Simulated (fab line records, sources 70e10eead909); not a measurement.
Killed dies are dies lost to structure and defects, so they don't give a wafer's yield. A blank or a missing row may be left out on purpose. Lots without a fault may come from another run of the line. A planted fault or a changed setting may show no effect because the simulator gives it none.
fab line records | flow nand_harc | part 2 of 2: steps 28 to 39 of 39
record lots=5 wafers=15 last_day=26
route steps=1159 shown P_BONDPAD@387 A_START@389 A_ZERO_WELL@390 A_SOURCE_PLATE@413 A_ONON_D1@424
lots that met no fault: from a run of the same line without faults
start_h: hours from the record's first day to the start of the lot's first wafer shown | wait_h: hours since the lot's step before | " the same as in the row above | L1.1+2: a row that stands for several wafers | - no value, or no start given | * or withheld: withheld | < > ~ a bound
route shown NAME@n: a module of which the file shows steps, and the number in the route of the first | usual: mean/standard deviation of fault-free wafers | same: alike in all rows | chamber/n: place in a boat | sites: the reading at each site | _std_site: their standard deviation | _edge_site: outer sites' mean less inner sites' | radius_mm: how far each site lies from the wafer's centre | mask NAME#n: copy n | behind: the tool/chamber that last shaped the wafer | hold: why the lot was held/for how many hours/how that ended | device: the transistor (n, p or np) that didn't switch | end of line: the same wafers' tests at the end of the route | a step without rows: its recipe alone | killed: dies lost to structure and defects at the first sort, not the wafer's yield | map: a wafer's dies, x killed, . not, _ none there
set.NAME: the setting as run; set.NAME@STEP: as run at that earlier step | model.NAME: the simulator's own value behind a step, which no gauge read
lots at some steps of the route; a table a step, a row a wafer
services: from which hour (start_h, from the record's first day; less than 0 if before it) a tool's chamber was out of use, for how many hours, and why
## steps
# step NHARC_A_SOURCE_PLATE_OXIDE_02
# recipe target_thk_a=100 temp_c=900 ox_time_s=1362 material=SiO2
# usual spike_tc_centre_C=900.5/1.1 zone_power_upper_pct=16.6/0.79
# columns lot.wafer tool chamber start_h wait_h spike_tc_centre_C zone_power_upper_pct
L076.2 furnace-03 0 146.55 - 901.6 16.9
L076.4 " 0 " " 900.6 16.9
L076.5 " 0 " " 900.0 17.0
L078.2 furnace-03 0 163.71 - 901.7 17.2
L078.4 " 0 " " 901.4 17.2
L078.6 " 0 " " 901.3 17.2
L092.1 furnace-03 0 262.75 - 899.2 17.2
L092.4 " 0 " " 901.5 17.3
L092.6 " 0 " " 899.7 17.2
L093.1 furnace-03 0 262.75 - 898.7 17.1
L093.2 " 0 " " 899.7 17.1
L093.3 " 0 " " 901.0 17.1
L097.3 furnace-05 0 275.50 - 899.6 15.4
L097.4 " 0 " " 899.2 15.6
L097.5 " 0 " " 900.4 15.4
# step NHARC_A_SOURCE_PLATE_THK_MEAS_09
# recipe thk_meas_gauge=ellipsometry
# usual thk_nm=9.7/1
# columns lot.wafer tool chamber start_h wait_h thk_nm
L076.2 film_metro-02 - 150.63 0.4 10.2
L076.4 " - " " 10.8
L076.5 " - " " 10.9
L078.2 film_metro-02 - 167.77 0.4 9.9
L078.4 " - " " 10.0
L078.6 " - " " 10.1
L092.1 film_metro-01 - 266.80 0.4 11.3
L092.4 " - " " 11.1
L092.6 " - " " 9.5
L093.1 film_metro-01 - 266.80 0.4 11.4
L093.2 " - " " 8.2
L093.3 " - " " 12.0
L097.3 film_metro-01 - 279.57 0.4 10.4
L097.4 " - " " 9.0
L097.5 " - " " 10.1
# step NHARC_A_SOURCE_PLATE_PVD_04
# recipe target_thk_a=500 material=WSi2
# columns lot.wafer tool chamber start_h wait_h
L076.4+2+5 pvd_sputter-01 - 150.69 0.1
L078.2+4+6 pvd_sputter-02 - 167.84 0.1
L093.2+3+1 pvd_sputter-01 - 266.87 0.1
L092.4+1+6 pvd_sputter-02 - 266.89 0.1
L097.3+4+5 pvd_sputter-01 - 279.63 0.1
# step NHARC_A_SOURCE_PLATE_CVD_03
# recipe target_thk_a=2000 temp_c=620 pressure_mtorr=200 time_s=4000 material=poly-Si
# usual spike_tc_centre_C=620.5/1 zone_power_upper_pct=9.1/0.39
# columns lot.wafer tool chamber start_h wait_h spike_tc_centre_C zone_power_upper_pct
L076.2 lpcvd_poly-04 0 153.20 - 619.6 8.7
L076.4 " 0 " " 620.0 8.7
L076.5 " 0 " " 621.4 8.7
L078.2 lpcvd_poly-03 0 170.32 - 620.9 9.5
L078.4 " 0 " " 621.2 9.5
L078.6 " 0 " " 619.9 9.5
L092.1 lpcvd_poly-04 0 269.37 - 619.1 8.8
L092.4 " 0 " " 621.7 8.7
L092.6 " 0 " " 620.2 8.7
L093.1 lpcvd_poly-04 0 269.37 - 620.1 8.7
L093.2 " 0 " " 620.9 8.6
L093.3 " 0 " " 619.7 8.8
L097.3 lpcvd_poly-03 0 282.14 - 621.5 9.6
L097.4 " 0 " " 621.5 9.5
L097.5 " 0 " " 622.1 9.5
# step NHARC_A_SOURCE_PLATE_ANNEAL_05
# recipe temp_c=850 time_s=1800
# usual spike_tc_centre_C=850.3/1 zone_power_upper_pct=14.5/0.87
# columns lot.wafer tool chamber start_h wait_h spike_tc_centre_C zone_power_upper_pct
L076.2 furnace-05 0 159.55 3.2 850.5 13.4
L076.4 " 0 " " 850.3 13.8
L076.5 " 0 " " 848.9 13.8
L078.2 furnace-05 0 176.67 3.2 849.7 13.6
L078.4 " 0 " " 851.1 13.6
L078.6 " 0 " " 850.7 13.7
L092.1 furnace-03 0 276.03 3.5 850.2 15.2
L092.4 " 0 " " 850.4 15.5
L092.6 " 0 " " 851.0 15.3
L093.1 furnace-03 0 276.03 3.5 851.4 15.4
L093.2 " 0 " " 850.8 15.2
L093.3 " 0 " " 850.3 15.2
L097.3 furnace-05 0 288.50 3.3 850.5 13.9
L097.4 " 0 " " 851.4 13.7
L097.5 " 0 " " 849.7 13.7
# step NHARC_A_SOURCE_PLATE_THK_MEAS_06
# recipe thk_meas_gauge=ellipsometry
# usual thk_nm=200.4/2
# columns lot.wafer tool chamber start_h wait_h thk_nm
L076.2 film_metro-01 - 163.45 0.4 198.4
L076.4 " - " " 202.7
L076.5 " - " " 199.6
L078.2 film_metro-02 - 180.60 0.4 201.9
L078.4 " - " " 199.9
L078.6 " - " " 199.9
L092.1 film_metro-01 - 279.98 0.4 201.4
L092.4 " - " " 203.0
L092.6 " - " " 201.1
L093.1 film_metro-02 - 279.98 0.4 199.1
L093.2 " - " " 198.8
L093.3 " - " " 200.3
L097.3 film_metro-01 - 292.50 0.4 197.2
L097.4 " - " " 198.0
L097.5 " - " " 198.2
# step NHARC_A_SOURCE_PLATE_INSPECT_08
# usual raw_defect_count=70/27
# columns lot.wafer tool chamber start_h wait_h raw_defect_count
L076.2 defect_inspect-01 - 163.56 0.0 76
L076.4 " - " " 138
L076.5 " - " " 77
L078.2 defect_inspect-02 - 180.68 0.0 37
L078.4 " - " " 31
L078.6 " - " " 39
L092.1 defect_inspect-01 - 280.04 0.0 113
L092.4 " - " " 49
L092.6 " - " " 51
L093.1 defect_inspect-02 - 280.07 0.0 40
L093.2 " - " " 48
L093.3 " - " " 80
L097.3 defect_inspect-02 - 292.59 0.0 54
L097.4 " - " " 52
L097.5 " - " " 52
# step NHARC_A_ONON_D1_DEP_00
# recipe target_thk_a=10000 n2_flow_sccm=2750 n2o_flow_sccm=2000 nh3_flow_sccm=500 sih4_flow_sccm=210 temp_c=400
# columns lot.wafer tool chamber start_h wait_h
L076.2+4+5 pecvd_onon-04 0 163.68 0.1
L078.2+4+6 pecvd_onon-01 0 180.81 0.1
L092.1+4+6 pecvd_onon-01 0 280.11 0.1
L093.1+2+3 pecvd_onon-04 0 280.13 0.1
L097.3+4+5 pecvd_onon-01 0 292.77 0.2
# step NHARC_A_ONON_D1_THK_MEAS_02
# recipe thk_meas_gauge=ellipsometry
# usual thk_nm=999/9.7
# columns lot.wafer tool chamber start_h wait_h thk_nm
L076.2 film_metro-02 - 164.14 - 990
L076.4 " - " " 991
L076.5 " - " " 991
L078.2 film_metro-02 - 181.26 - 1003
L078.4 " - " " 1001
L078.6 " - " " 1000
L092.1 film_metro-01 - 280.63 - 1011
L092.4 " - " " 1011
L092.6 " - " " 1011
L093.1 film_metro-02 - 280.65 - 994
L093.2 " - " " 994
L093.3 " - " " 994
L097.3 film_metro-01 - 293.17 - 1003
L097.4 " - " " 1002
L097.5 " - " " 1004
# step NHARC_A_ONON_D1_DEP_03
# recipe target_thk_a=10000 n2_flow_sccm=2750 n2o_flow_sccm=2000 nh3_flow_sccm=500 sih4_flow_sccm=210 temp_c=400
# columns lot.wafer tool chamber start_h wait_h
L076.2+4+5 pecvd_onon-04 0 164.25 0.1
L078.2+4+6 pecvd_onon-04 0 181.38 0.1
L092.1+4+6 pecvd_onon-04 0 280.68 0.1
L093.1+2+3 pecvd_onon-02 0 280.70 0.1
L097.3+4+5 pecvd_onon-01 0 293.34 0.2
# step NHARC_A_ONON_D1_THK_MEAS_05
# recipe thk_meas_gauge=ellipsometry
# usual thk_nm=999/11
# columns lot.wafer tool chamber start_h wait_h thk_nm
L076.2 film_metro-02 - 164.70 - 1004
L076.4 " - " " 1002
L076.5 " - " " 1001
L078.2 film_metro-02 - 181.84 - 999
L078.4 " - " " 996
L078.6 " - " " 995
L092.1 film_metro-01 - 281.19 - 976
L092.4 " - " " 976
L092.6 " - " " 975
L093.1 film_metro-02 - 281.20 - 978
L093.2 " - " " 978
L093.3 " - " " 978
L097.3 film_metro-02 - 293.73 - 1015
L097.4 " - " " 1013
L097.5 " - " " 1015
# step NHARC_A_ONON_D1_DEP_06
# recipe target_thk_a=10000 n2_flow_sccm=2750 n2o_flow_sccm=2000 nh3_flow_sccm=500 sih4_flow_sccm=210 temp_c=400
# columns lot.wafer tool chamber start_h wait_h
L076.2+4+5 pecvd_onon-04 0 164.82 0.1
L078.2+4+6 pecvd_onon-01 0 181.95 0.1
L092.1+4+6 pecvd_onon-02 0 281.25 0.1
L093.1+2+3 pecvd_onon-01 0 281.26 0.1
L097.3+4+5 pecvd_onon-01 0 293.90 0.2
## services
# columns tool chamber start_h hours kind
rie_diel-08 - 124.80 9.0 pm
rie_si-03 - 125.22 0.4 repair
wet_bench-06 - 131.77 8.0 pm
rie_diel-01 - 137.80 9.0 pm
rtp_anneal-02 - 142.14 0.7 repair
wet_bench-03 - 146.40 8.0 pm
pvd_sputter-01 - 158.02 10.0 pm
litho_track-02 - 165.00 7.0 pm
rie_diel-08 0 170.37 33.7 repair
rie_diel-10 - 176.50 9.0 pm
rie_diel-08 1 180.27 17.2 repair
litho_track-07 - 189.00 7.0 pm
pecvd_onon-01 - 195.20 13.0 pm
wet_bench-05 - 196.80 8.0 pm
wet_bench-01 - 213.60 8.0 pm
rie_diel-08 1 219.20 8.3 repair
wet_bench-08 - 230.40 8.0 pm
litho_track-05 - 237.01 7.0 pm
pecvd_onon-04 - 237.12 13.0 pm
wet_bench-10 - 247.20 8.0 pm
rie_diel-08 1 261.65 8.0 repair
lpcvd_poly-04 - 280.90 14.0 repair
rie_diel-08 0 282.47 9.4 repair
wet_bench-09 - 288.80 8.0 pm
